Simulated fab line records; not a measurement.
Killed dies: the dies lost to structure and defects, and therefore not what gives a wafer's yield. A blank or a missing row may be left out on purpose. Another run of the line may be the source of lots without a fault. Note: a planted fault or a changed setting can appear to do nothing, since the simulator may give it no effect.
Chamber matching    flow n5Finfet    N5_PMOS_HMC_CHANNEL_EPI_CMP_21 on cmp-03: 4 sister chambers
The step polishes SiGe30, target thk 54 nm. 4 wafers are shown with their chamber, then 8 later ones without.

== WAFERS, EACH WITH ITS CHAMBER ==
wafer   chamber  motorCurrentA (A)
L086.1  0        11.1
L086.2  1        13.8
L088.5  3        13.6
L091.1  2        14.4

== WAFERS WITHOUT THEIR CHAMBER ==
wafer   motorCurrentA (A)
L091.3  10.5
L091.4  13.7
L095.2  15.4
L095.4  13.7
L095.5  10.5
L097.4  13.8
L097.5  13.2
L097.6  11.5

== CHAMBER TAKEN BY EACH ==
wafer   from the rows above           in truth
L091.3  0                             0
L091.4  can't be placed: 3 or 1 or 2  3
L095.2  can't be placed: 2 or 1 or 3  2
L095.4  can't be placed: 3 or 1 or 2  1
L095.5  0                             0
L097.4  can't be placed: 1 or 3 or 2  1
L097.5  can't be placed: 3 or 1 or 2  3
L097.6  0                             0
Correct placement for 3 of the 8. Not placeable from these rows: 5 (in 5, the candidates include the true chamber). Number placed wrongly: 0.
How it was worked out, from the rows above alone: a wafer's distance from a chamber is the root of the sum, over the readings, of the square of ((its reading less the chamber's mean) divided by the reading's scatter). The wafer belongs to the nearest chamber; if the next one is less than 2 further off, it can't be placed. For every chamber, the mean is computed from those of its wafers that are shown. The scatter: with one shown wafer a chamber, the root of the mean of the squares of how far each hidden wafer lies from its nearest shown one.
